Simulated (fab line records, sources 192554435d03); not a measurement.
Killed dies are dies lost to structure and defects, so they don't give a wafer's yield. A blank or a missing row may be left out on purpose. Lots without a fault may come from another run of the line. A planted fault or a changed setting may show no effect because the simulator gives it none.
Chamber matching | flow n5_finfet | N5_STI_FIN_REVEAL_ALD_14 on ald_sin-02: 4 sister chambers
The step deposits Si3N4, target thk 3 nm. 14 wafers are shown with their chamber, then 7 later ones without.

WAFERS WITH THEIR CHAMBER
wafer  | chamber | heater_power_w (W)
L074.2 | 3       | 865
L074.3 | 0       | 797
L074.4 | 2       | 882
L075.2 | 1       | 795
L075.4 | 3       | 846
L075.5 | 2       | 855
L076.1 | 0       | 802
L076.3 | 1       | 786
L076.4 | 2       | 873
L079.1 | 2       | 892
L079.3 | 1       | 770
L079.5 | 2       | 906
L081.1 | 3       | 859
L081.2 | 1       | 788

SIGNATURES (means of the wafers above)
reading        | chamber 0 | chamber 1 | chamber 2 | chamber 3 | scatter within a chamber
heater_power_w | 799.50    | 784.75    | 881.60    | 856.67    | 14.2
Rule: a wafer's distance from a chamber is the root of the sum, over the readings, of the square of ((its reading less the chamber's mean) divided by the reading's scatter). The wafer belongs to the nearest chamber; if the next one is less than 2 further off, it can't be placed. The scatter: the root of (the sum of the squares of (reading less its chamber's mean) over the shown wafers, divided by (wafers less chambers)).

WAFERS WITHOUT THEIR CHAMBER
wafer  | heater_power_w (W)
L081.3 | 780
L083.1 | 869
L083.2 | 784
L083.4 | 869
L086.2 | 871
L086.3 | 791
L086.4 | 796

WHICH CHAMBER EACH WENT THROUGH
wafer  | from the rows above     | in truth
L081.3 | can't be placed: 1 or 0 | 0
L083.1 | can't be placed: 3 or 2 | 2
L083.2 | can't be placed: 1 or 0 | 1
L083.4 | can't be placed: 3 or 2 | 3
L086.2 | can't be placed: 2 or 3 | 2
L086.3 | can't be placed: 1 or 0 | 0
L086.4 | can't be placed: 0 or 1 | 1
Placed correctly: 0 of 7. Can't be placed from these rows: 7 (the true chamber is among the candidates in 7). Placed wrongly: 0.
